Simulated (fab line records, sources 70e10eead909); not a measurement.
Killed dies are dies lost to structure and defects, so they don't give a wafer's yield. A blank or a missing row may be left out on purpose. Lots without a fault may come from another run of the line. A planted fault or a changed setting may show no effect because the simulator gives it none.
fab line records | flow nand_harc
record lots=14 wafers=42 last_day=33
route steps=1302 shown P_CONTACT@233 P_M0@261
lots that met no fault: from a run of the same line without faults
start_h: hours from the record's first day to the start of the lot's first wafer shown | wait_h: hours since the lot's step before | " the same as in the row above | L1.1+2: a row that stands for several wafers | - no value, or no start given | * or withheld: withheld | < > ~ a bound
route shown NAME@n: a module of which the file shows steps, and the number in the route of the first | usual: mean/standard deviation of fault-free wafers | same: alike in all rows | chamber/n: place in a boat | sites: the reading at each site | _std_site: their standard deviation | _edge_site: outer sites' mean less inner sites' | radius_mm: how far each site lies from the wafer's centre | mask NAME#n: copy n | behind: the tool/chamber that last shaped the wafer | hold: why the lot was held/for how many hours/how that ended | device: the transistor (n, p or np) that didn't switch | end of line: the same wafers' tests at the end of the route | a step without rows: its recipe alone | killed: dies lost to structure and defects at the first sort, not the wafer's yield | map: a wafer's dies, x killed, . not, _ none there
set.NAME: the setting as run; set.NAME@STEP: as run at that earlier step | model.NAME: the simulator's own value behind a step, which no gauge read
steps of the route over a sample of lots; a table a step, a row a wafer
services: from which hour (start_h, from the record's first day; less than 0 if before it) a tool's chamber was out of use, for how many hours, and why
## steps
# step NHARC_P_CONTACT_OVL_MEAS_13
# usual overlay_x_nm=-0.1/0.84 overlay_y_nm=0.1/0.76
# columns lot.wafer tool chamber start_h wait_h overlay_x_nm overlay_y_nm
L411.2 overlay-02 - 129.72 - -0.6 0.3
L411.3 " - " " -0.4 0.3
L411.5 " - " " -0.4 0.6
L412.3 overlay-01 - 141.64 - 0.0 -1.5
L412.5 " - " " 0.0 -1.8
L412.6 " - " " 0.1 -1.1
L413.3 overlay-01 - 149.11 - 0.8 0.3
L413.4 " - " " 0.9 0.8
L413.5 " - " " 0.9 0.5
L416.2 overlay-01 - 185.14 - 0.7 0.6
L416.4 " - " " 0.2 0.2
L416.6 " - " " 0.7 0.6
L417.1 overlay-01 - 190.95 - 1.6 0.8
L417.2 " - " " 1.2 0.5
L417.3 " - " " 0.3 0.9
L419.3 overlay-02 - 207.81 - 0.4 -0.9
L419.4 " - " " 0.7 -0.3
L419.5 " - " " 0.3 -0.5
L426.1 overlay-02 - 277.94 - -0.9 1.2
L426.4 " - " " -0.4 1.3
L426.5 " - " " -0.6 1.4
L427.2 overlay-01 - 282.68 - 0.1 1.4
L427.4 " - " " 0.3 0.6
L427.5 " - " " 0.0 0.7
L428.1 overlay-02 - 303.05 - -1.8 0.6
L428.5 " - " " -1.0 0.5
L428.6 " - " " -1.6 0.9
L429.1 overlay-01 - 303.71 - -0.2 0.8
L429.2 " - " " -0.5 0.7
L429.5 " - " " 0.7 0.5
L430.1 overlay-01 - 317.68 - 0.3 0.1
L430.2 " - " " 0.4 0.6
L430.5 " - " " 0.4 -0.1
L431.1 overlay-01 - 330.61 - -1.1 0.0
L431.2 " - " " -0.7 -0.1
L431.5 " - " " -0.6 -0.1
L432.3 overlay-01 - 339.76 - 1.9 1.3
L432.5 " - " " 0.8 1.0
L432.6 " - " " 1.4 0.8
L433.1 overlay-02 - 347.70 - -0.1 0.6
L433.3 " - " " -1.3 0.1
L433.6 " - " " -0.3 0.8
# step NHARC_P_M0_PEB_07
# recipe peb_temp_c=100 peb_time_s=65
# usual heater_power_total_W=156.6/0.41
# columns lot.wafer tool chamber start_h wait_h heater_power_total_W
L411.2 litho_track-01 0 133.73 0.1 156.7
L411.3 " 0 " " 157.1
L411.5 " 0 " " 157.1
L412.3 litho_track-01 0 145.62 0.0 156.3
L412.5 " 0 " " 157.1
L412.6 " 0 " " 156.7
L413.3 litho_track-01 0 153.28 0.0 156.1
L413.4 " 0 " " 157.1
L413.5 " 0 " " 155.9
L416.2 litho_track-01 0 189.48 0.1 157.1
L416.4 " 0 " " 156.2
L416.6 " 0 " " 156.4
L417.1 litho_track-01 0 195.42 0.1 185.8
L417.2 " 0 " " 184.4
L417.3 " 0 " " 185.9
L419.3 litho_track-01 0 212.35 0.0 184.9
L419.4 " 0 " " 185.8
L419.5 " 0 " " 185.7
L426.1 litho_track-04 0 281.95 0.1 157.0
L426.4 " 0 " " 156.6
L426.5 " 0 " " 156.4
L427.2 litho_track-06 0 287.06 0.1 157.2
L427.4 " 0 " " 157.1
L427.5 " 0 " " 156.8
L428.1 litho_track-04 0 306.92 0.1 156.0
L428.5 " 0 " " 157.0
L428.6 " 0 " " 156.1
L429.1 litho_track-01 0 307.86 0.1 156.9
L429.2 " 0 " " 156.5
L429.5 " 0 " " 156.5
L430.1 litho_track-04 0 322.24 0.1 157.1
L430.2 " 0 " " 156.3
L430.5 " 0 " " 156.8
L431.1 litho_track-04 0 334.68 0.1 156.8
L431.2 " 0 " " 155.9
L431.5 " 0 " " 156.6
L432.3 litho_track-06 0 343.67 0.0 157.1
L432.5 " 0 " " 156.0
L432.6 " 0 " " 156.0
L433.1 litho_track-04 0 351.67 0.1 156.7
L433.3 " 0 " " 157.2
L433.6 " 0 " " 157.1
# step NHARC_P_M0_CD_MEAS_09
# recipe target_cd_nm=90 landing_energy_ev=500
# usual cd_nm=90.1/0.65
# same landing_energy_ev=500
# columns lot.wafer tool chamber start_h wait_h cd_nm
L411.2 cd_sem-01 0 133.81 - 89.3
L411.3 " 0 " " 90.0
L411.5 " 0 " " 90.2
L412.3 cd_sem-03 0 145.70 - 89.5
L412.5 " 0 " " 89.4
L412.6 " 0 " " 89.7
L413.3 cd_sem-03 0 153.36 - 89.2
L413.4 " 0 " " 89.5
L413.5 " 0 " " 89.9
L416.2 cd_sem-03 0 189.56 - 88.8
L416.4 " 0 " " 89.6
L416.6 " 0 " " 89.9
L417.1 cd_sem-01 0 195.50 - 77.4
L417.2 " 0 " " 76.5
L417.3 " 0 " " 77.0
L419.3 cd_sem-03 0 212.43 - 79.4
L419.4 " 0 " " 80.3
L419.5 " 0 " " 80.4
L426.1 cd_sem-03 0 282.03 - 90.1
L426.4 " 0 " " 90.0
L426.5 " 0 " " 89.9
L427.2 cd_sem-02 0 287.14 - 90.8
L427.4 " 0 " " 89.4
L427.5 " 0 " " 90.7
L428.1 cd_sem-02 0 307.00 - 91.4
L428.5 " 0 " " 91.1
L428.6 " 0 " " 91.2
L429.1 cd_sem-02 0 307.93 - 89.8
L429.2 " 0 " " 89.9
L429.5 " 0 " " 90.7
L430.1 cd_sem-02 0 322.32 - 89.8
L430.2 " 0 " " 90.2
L430.5 " 0 " " 89.9
L431.1 cd_sem-01 0 334.76 - 90.6
L431.2 " 0 " " 90.2
L431.5 " 0 " " 89.4
L432.3 cd_sem-03 0 343.75 - 89.9
L432.5 " 0 " " 90.2
L432.6 " 0 " " 90.2
L433.1 cd_sem-03 0 351.75 - 90.4
L433.3 " 0 " " 90.6
L433.6 " 0 " " 89.9
# step NHARC_P_M0_DESCUM_14
# recipe time_s=3 o2_flow_sccm=200 ar_flow_sccm=0 bias_power_w=0 chemistry=O2
# usual drypump_motor_current_A=5.7/0.4 oes_product_au=1.003/0.01 rf_vpp_V=57.6/0.86 showerhead_plenum_p_Torr=1.87/0.086 throttle_valve_pct=11.311/0.0099
# columns lot.wafer tool chamber start_h wait_h drypump_motor_current_A oes_product_au rf_hours_counter_h rf_vpp_V showerhead_plenum_p_Torr throttle_valve_pct
L411.3 rie_diel-08 2 134.02 0.1 5.9 0.997 41 59.6 1.92 11.307
L411.2 " 3 " " 6.1 0.977 41 58.8 1.83 11.310
L411.5 " 0 " " 5.3 1.007 - 58.0 1.94 11.305
L412.3 rie_diel-08 0 145.92 0.1 5.3 1.006 47 57.5 1.93 11.303
L412.6 " 2 " " 5.9 1.001 - 56.7 1.92 11.305
L412.5 " 3 " " 6.2 0.982 - 58.1 1.83 11.307
L413.3 rie_diel-09 2 153.54 0.1 5.6 1.010 0 57.6 1.80 11.320
L413.4 " 1 " " 5.7 1.011 0 56.4 1.79 11.319
L413.5 " 3 " " 6.2 1.007 - 57.5 1.81 11.332
L416.2 rie_diel-08 3 189.77 0.1 6.1 0.991 65 57.5 1.82 11.324
L416.4 " 2 " " 5.9 0.998 - 58.4 1.91 11.305
L416.6 " 3 " " 6.1 0.987 - 58.5 1.82 11.329
L417.3 rie_diel-09 0 195.69 0.1 5.3 1.011 8 58.5 2.04 11.316
L417.2 " 1 " " 5.6 1.013 8 57.4 1.79 11.308
L417.1 " 2 " " 5.6 1.021 7 58.1 1.80 11.317
L419.3 rie_diel-08 1 212.61 0.1 4.8 1.003 6 56.5 1.90 11.292
L419.4 " 0 " " 5.3 0.996 1 57.9 1.93 11.322
L419.5 " 1 " " 4.8 0.988 - 57.6 1.90 11.301
L426.1 rie_diel-08 0 282.23 0.1 5.3 1.001 27 57.8 1.92 11.304
L426.5 " 2 " " 5.9 1.010 - 57.9 1.90 11.304
L426.4 " 3 " " 6.1 0.994 - 56.9 1.81 11.314
L427.2 rie_diel-08 0 287.33 0.1 5.3 0.997 28 57.6 1.92 11.319
L427.4 " 1 " " 4.8 1.012 30 58.4 1.90 11.300
L427.5 " 3 " " 6.1 1.001 - 57.3 1.81 11.306
L428.1 rie_diel-09 3 307.21 0.1 6.2 1.023 25 57.3 1.80 11.302
L428.6 " 0 " " 5.3 1.002 - 59.1 2.04 11.319
L428.5 " 1 " " 5.7 1.012 - 58.2 1.78 11.296
L429.2 rie_diel-09 0 308.12 0.1 5.3 1.002 24 59.2 2.03 11.311
L429.1 " 3 " " 6.2 1.012 25 56.5 1.80 11.302
L429.5 " 0 " " 5.3 1.000 - 59.6 2.03 11.283
L430.2 rie_diel-11 0 322.52 0.1 5.5 0.977 15 56.0 1.93 11.305
L430.1 " 2 " " 6.4 0.997 16 57.6 1.84 11.311
L430.5 " 3 " " 5.9 1.009 - 57.3 1.87 11.301
L431.2 rie_diel-09 2 334.95 0.1 5.6 0.999 1 57.6 1.79 11.323
L431.1 " 0 " " 5.3 0.999 1 58.9 2.03 11.326
L431.5 " 2 " " 5.7 0.995 - 57.3 1.79 11.306
L432.3 rie_diel-11 3 343.93 0.1 5.8 1.009 22 58.5 1.87 11.320
L432.5 " 3 " " 5.9 1.006 - 59.6 1.87 11.321
L432.6 " 0 " " 5.5 0.992 - 55.8 1.93 11.316
L433.3 rie_diel-09 1 351.94 0.1 5.7 1.005 4 58.3 1.78 11.315
L433.1 " 3 " " 6.2 1.008 6 58.9 1.80 11.323
L433.6 " 0 " " 5.3 1.015 - 57.7 2.03 11.313
# step NHARC_P_M0_DEGAS_28
# recipe temp_c=250 time_s=60
# usual heater_power_w=329/34
# columns lot.wafer tool chamber start_h wait_h heater_power_w
L411.3 pvd_sputter-01 - 134.92 - 296
L411.2 " - " " 350
L411.5 " - " " 292
L412.3 pvd_sputter-02 - 146.82 - 275
L412.6 " - " " 280
L412.5 " - " " 343
L413.3 pvd_sputter-03 - 154.46 - 408
L413.4 " - " " 314
L413.5 " - " " 296
L416.4 pvd_sputter-01 - 190.79 - 293
L416.2 " - " " 342
L416.6 " - " " 297
L417.3 pvd_sputter-02 - 196.60 - 376
L417.1 " - " " 279
L417.2 " - " " 333
L419.4 pvd_sputter-02 - 213.66 - 282
L419.3 " - " " 298
L419.5 " - " " 337
L426.1 pvd_sputter-03 - 283.24 - 323
L426.4 " - " " 393
L426.5 " - " " 312
L427.2 pvd_sputter-01 - 291.15 - 321
L427.4 " - " " 331
L427.5 " - " " 313
L428.1 pvd_sputter-02 - 308.17 - 280
L428.5 " - " " 322
L428.6 " - " " 309
L429.2 pvd_sputter-02 - 309.05 - 328
L429.1 " - " " 311
L429.5 " - " " 316
L430.2 pvd_sputter-03 - 323.45 - 318
L430.1 " - " " 328
L430.5 " - " " 385
L431.1 pvd_sputter-01 - 335.86 - 319
L431.2 " - " " 311
L431.5 " - " " 333
L432.3 pvd_sputter-03 - 344.85 - 322
L432.6 " - " " 402
L432.5 " - " " 318
L433.1 pvd_sputter-01 - 352.85 - 309
L433.3 " - " " 316
L433.6 " - " " 307
## services
# columns tool chamber start_h hours kind
rie_diel-09 0 113.25 6.9 repair
rie_diel-09 3 122.63 4.3 repair
rie_diel-09 - 143.10 9.0 pm
litho_track-01 - 155.00 7.0 pm
rie_diel-08 0 166.88 42.8 repair
pvd_sputter-03 - 170.18 10.0 pm
rie_diel-08 - 174.12 0.1 repair
litho_track-06 - 179.00 7.0 pm
rie_diel-08 - 191.24 9.0 pm
litho_track-04 - 203.01 7.0 pm
litho_track-01 - 203.48 - consumable_replace:filter
pvd_sputter-01 - 226.00 10.0 pm
rie_diel-11 3 254.05 4.2 repair
rie_diel-11 - 255.52 9.0 pm
pvd_sputter-01 - 272.83 5.4 repair
rie_diel-08 1 278.01 5.6 repair
pvd_sputter-02 - 282.00 10.0 pm
litho_track-01 - 285.75 - consumable_replace:filter
rie_diel-09 - 287.54 0.2 repair
rie_diel-08 2 292.08 1.3 repair
rie_diel-09 - 320.19 9.0 pm
litho_track-01 - 330.00 7.0 pm
rie_diel-09 - 332.54 0.6 repair
pvd_sputter-03 - 348.18 10.0 pm
## key
first_sign step=NHARC_P_M0_PEB_07 reading=heater_power_total_W direction=up sigmas=70 usual=* struck=*
effect step=NHARC_P_M0_CD_MEAS_09 reading=cd_nm direction=down sigmas=18 usual=90.1 struck=78.5 through=control_loop
met_at NHARC_P_M0_PEB_07
struck_lots L417,L419
sort_left_out L417.1,L417.2,L417.3,L419.3,L419.4,L419.5
loop_trim step=NHARC_P_M0_EXPOSE_06 setting=dose lots=L419
not_acting_at NHARC_P_CONTACT_OVL_MEAS_13,NHARC_P_M0_DESCUM_14,NHARC_P_M0_DEGAS_28
onset_between 189.48 195.42
fault kind=process_parameter_drift tool=litho_track-01 chamber=- onset_h=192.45 steps=NHARC_P_M0_PEB_07 channel=peb_time_s offset=* shape=step end_h=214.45 acts_in=* stated=*
# sort_left_out: the simulated sort isn't trusted on such a fault, so these wafers' sort isn't shown, and their yield isn't known
# loop_trim: a control loop set the setting to another value than it would have without faults
